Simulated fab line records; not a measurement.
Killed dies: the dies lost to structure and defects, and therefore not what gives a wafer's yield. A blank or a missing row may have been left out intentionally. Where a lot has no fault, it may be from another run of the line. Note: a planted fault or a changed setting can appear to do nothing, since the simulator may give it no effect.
Split-lot study || flow n5Finfet || 21 wafers read from 7 lots, route of 1938 steps

## THE SPLIT
At N5_BEOL_M12_TRENCH_ETCH_34 (etches SiOC in C4F8/O2/Ar, target depth 318.95 nm, time 125.5 s), the setting timeS was moved away from the recipe's 125.5 s on 6 of the 21 wafers read, by -20.6% to +20.9%. All remaining wafers had this setting at the recipe value.

## FROM THE SPLIT TO THE READING: what the file shows between them, 11 steps
- N5_BEOL_M12_STRIP_70: strips in C4F8/O2/Ar
- N5_BEOL_M12_OCD_MEAS_35
- N5_BEOL_M12_ETCH_38: etches SiCN in CF4/N2, target depth 68.7 nm, time 73.4 s (also split here: timeS)
- N5_BEOL_M12_PRECLEAN_39: cleans in residue remover, time 60 s
- N5_BEOL_M12_SRD_40: time 30 s, dry time 30 s
- N5_BEOL_M12_ECD_47: material Cu, target thk 720 nm
- N5_BEOL_M12_ANNEAL_48: time 90 s
- N5_BEOL_M12_CMP_49: polishes, stops on SiOC, t overpolish 20.6 s, target thk 320 nm
- N5_BEOL_M12_THK_MEAS_50: measures by xrf
- N5_BEOL_M12_PRE_CLEAN_52: time 15 s
- N5_BEOL_M12_DEP_53: deposits SiCN from 3MS/NH3, target thk 30 nm, time 10.5 s

## THE READING
Measured at N5_BEOL_M12_RS_MEAS_54 by four-point probe: M12_RS, in ohm/sq. Fault-free wafers of this fab line usually give 0.0596 ohm/sq, standard deviation 0.00092 ohm/sq.

{"wafer": "L075.2", "tool, chamber at the split": "rieDiel-02, 0", "timeS as run, s": 125.5, "against the recipe": "recipe", "M12_RS, ohm/sq": 0.0591, "against lot-mates on the recipe": "-"}
{"wafer": "L075.5", "tool, chamber at the split": "rieDiel-02, 0", "timeS as run, s": 112.6, "against the recipe": "-10.3%", "M12_RS, ohm/sq": 0.0657, "against lot-mates on the recipe": "+0.0064"}
{"wafer": "L075.6", "tool, chamber at the split": "rieDiel-02, 1", "timeS as run, s": 125.5, "against the recipe": "recipe", "M12_RS, ohm/sq": 0.0595, "against lot-mates on the recipe": "-"}
{"wafer": "L081.1", "tool, chamber at the split": "rieDiel-06, 3", "timeS as run, s": 99.67, "against the recipe": "-20.6%", "M12_RS, ohm/sq": 0.0756, "against lot-mates on the recipe": "+0.0161"}
{"wafer": "L081.2", "tool, chamber at the split": "rieDiel-06, 1", "timeS as run, s": 99.67, "against the recipe": "-20.6%", "M12_RS, ohm/sq": 0.0773, "against lot-mates on the recipe": "+0.0178"}
{"wafer": "L081.5", "tool, chamber at the split": "rieDiel-06, 2", "timeS as run, s": 125.5, "against the recipe": "recipe", "M12_RS, ohm/sq": 0.0595, "against lot-mates on the recipe": "-"}
{"wafer": "L086.2", "tool, chamber at the split": "rieDiel-06, 0", "timeS as run, s": 125.5, "against the recipe": "recipe", "M12_RS, ohm/sq": 0.0601, "against lot-mates on the recipe": "-"}
{"wafer": "L086.3", "tool, chamber at the split": "rieDiel-06, 2", "timeS as run, s": 125.5, "against the recipe": "recipe", "M12_RS, ohm/sq": 0.0594, "against lot-mates on the recipe": "-"}
{"wafer": "L086.6", "tool, chamber at the split": "rieDiel-06, 0", "timeS as run, s": 125.5, "against the recipe": "recipe", "M12_RS, ohm/sq": 0.0604, "against lot-mates on the recipe": "-"}
{"wafer": "L084.2", "tool, chamber at the split": "rieDiel-06, 3", "timeS as run, s": 125.5, "against the recipe": "recipe", "M12_RS, ohm/sq": 0.0586, "against lot-mates on the recipe": "-"}
{"wafer": "L084.3", "tool, chamber at the split": "rieDiel-06, 2", "timeS as run, s": 125.5, "against the recipe": "recipe", "M12_RS, ohm/sq": 0.0585, "against lot-mates on the recipe": "-"}
{"wafer": "L084.6", "tool, chamber at the split": "rieDiel-06, 0", "timeS as run, s": 125.5, "against the recipe": "recipe", "M12_RS, ohm/sq": 0.0592, "against lot-mates on the recipe": "-"}
{"wafer": "L091.2", "tool, chamber at the split": "rieDiel-06, 2", "timeS as run, s": 125.5, "against the recipe": "recipe", "M12_RS, ohm/sq": 0.0604, "against lot-mates on the recipe": "-"}
{"wafer": "L091.3", "tool, chamber at the split": "rieDiel-06, 3,1", "timeS as run, s": 147.2, "against the recipe": "+17.3%", "M12_RS, ohm/sq": 0.0509, "against lot-mates on the recipe": -0.0095}
{"wafer": "L091.5", "tool, chamber at the split": "rieDiel-06, 3,1", "timeS as run, s": 147.2, "against the recipe": "+17.3%", "M12_RS, ohm/sq": 0.0508, "against lot-mates on the recipe": -0.0096}
{"wafer": "L090.2", "tool, chamber at the split": "rieDiel-02, 1", "timeS as run, s": 125.5, "against the recipe": "recipe", "M12_RS, ohm/sq": 0.0583, "against lot-mates on the recipe": "-"}
{"wafer": "L090.5", "tool, chamber at the split": "rieDiel-02, 0", "timeS as run, s": 125.5, "against the recipe": "recipe", "M12_RS, ohm/sq": 0.0579, "against lot-mates on the recipe": "-"}
{"wafer": "L090.6", "tool, chamber at the split": "rieDiel-02, 2", "timeS as run, s": 125.5, "against the recipe": "recipe", "M12_RS, ohm/sq": 0.0585, "against lot-mates on the recipe": "-"}
{"wafer": "L097.1", "tool, chamber at the split": "rieDiel-02, 0", "timeS as run, s": 151.7, "against the recipe": "+20.9%", "M12_RS, ohm/sq": 0.0495, "against lot-mates on the recipe": -0.0106}
{"wafer": "L097.2", "tool, chamber at the split": "rieDiel-02, 1", "timeS as run, s": 125.5, "against the recipe": "recipe", "M12_RS, ohm/sq": 0.0600, "against lot-mates on the recipe": "-"}
{"wafer": "L097.4", "tool, chamber at the split": "rieDiel-02, 2", "timeS as run, s": 125.5, "against the recipe": "recipe", "M12_RS, ohm/sq": 0.0602, "against lot-mates on the recipe": "-"}
The file does not say which wafer passed through which chamber wherever a row lists several chambers: such a row stands for several wafers.

FIT RESULTS
A straight line over all 21 wafers: M12_RS changes by -0.00064 ohm/sq for each +1% of timeS; r = -0.97; the points scatter about the line by 0.0017 ohm/sq.
The same after taking each lot's own level away (the mean of its wafers on the recipe; 21 wafers): -0.000663 ohm/sq for each +1%; r = -0.98; scatter 0.0013 ohm/sq.
On that fit, the largest move of timeS shifts the reading by 0.014 ohm/sq.
Measured against the standard deviation above, the lots' own levels, which go from 0.05823 to 0.06040 ohm/sq, span 2.4 times it.
So the lot-to-lot level changes the slope little: the two slopes agree.
Check: -0.0141 ohm/sq against its lot-mates is what the line predicts for one of the wafers moved furthest among these (+20.9%) when that wafer is left out of the fit. It came out at -0.0106 ohm/sq against them.

## OTHER SPLITS ON THESE WAFERS
Note: prior to the reading, these wafers also went through further splits. Each is held against what the fit with the lots' levels taken away leaves over:
{"other split on the same wafers": "N5_BEOL_M10_TRENCH_ETCH_37 biasW", "wafers away from the commonest value": 7, "r with M12_RS (lot level and that fit taken away)": "+0.54"}
{"other split on the same wafers": "N5_BEOL_M12_ETCH_38 timeS", "wafers away from the commonest value": 9, "r with M12_RS (lot level and that fit taken away)": "+0.42"}

## THE WHOLE CHAIN: every reading that the file lists as answering this split, in the file's order
{"step": "N5_BEOL_M12_TRENCH_ETCH_34", "what it does": "etches SiOC in C4F8/O2/Ar, target depth 318.95 nm, time 125.5 s", "reading": "etch.depthNm (the simulator's own value, which no gauge read)", "change (the file's fit)": "+3.2 nm for each +1% of the setting", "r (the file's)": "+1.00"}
{"step": "N5_BEOL_M12_OCD_MEAS_35", "what it does": "", "reading": "trenchDepthNm", "change (the file's fit)": "+3.2 nm for each +1% of the setting", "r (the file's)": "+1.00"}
{"step": "N5_BEOL_M12_CMP_49", "what it does": "polishes, stops on SiOC, t overpolish 20.6 s, target thk 320 nm", "reading": "Cu_of_BEOL_M12_ECD_47.thkNm (the simulator's own value, which no gauge read)", "change (the file's fit)": "+3.2 nm for each +1% of the setting", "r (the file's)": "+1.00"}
{"step": "N5_BEOL_M12_THK_MEAS_50", "what it does": "measures by xrf", "reading": "M12_THK", "change (the file's fit)": "+3.21 for each +1% of the setting", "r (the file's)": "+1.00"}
{"step": "N5_BEOL_M12_RS_MEAS_54", "what it does": "measures by four-point-probe", "reading": "M12_RS", "change (the file's fit)": "-0.000633 for each +1% of the setting", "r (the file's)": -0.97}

## THE FILE'S OWN FIT
M12_RS changes by -0.000633 ohm/sq for each +1% of timeS, r = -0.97.
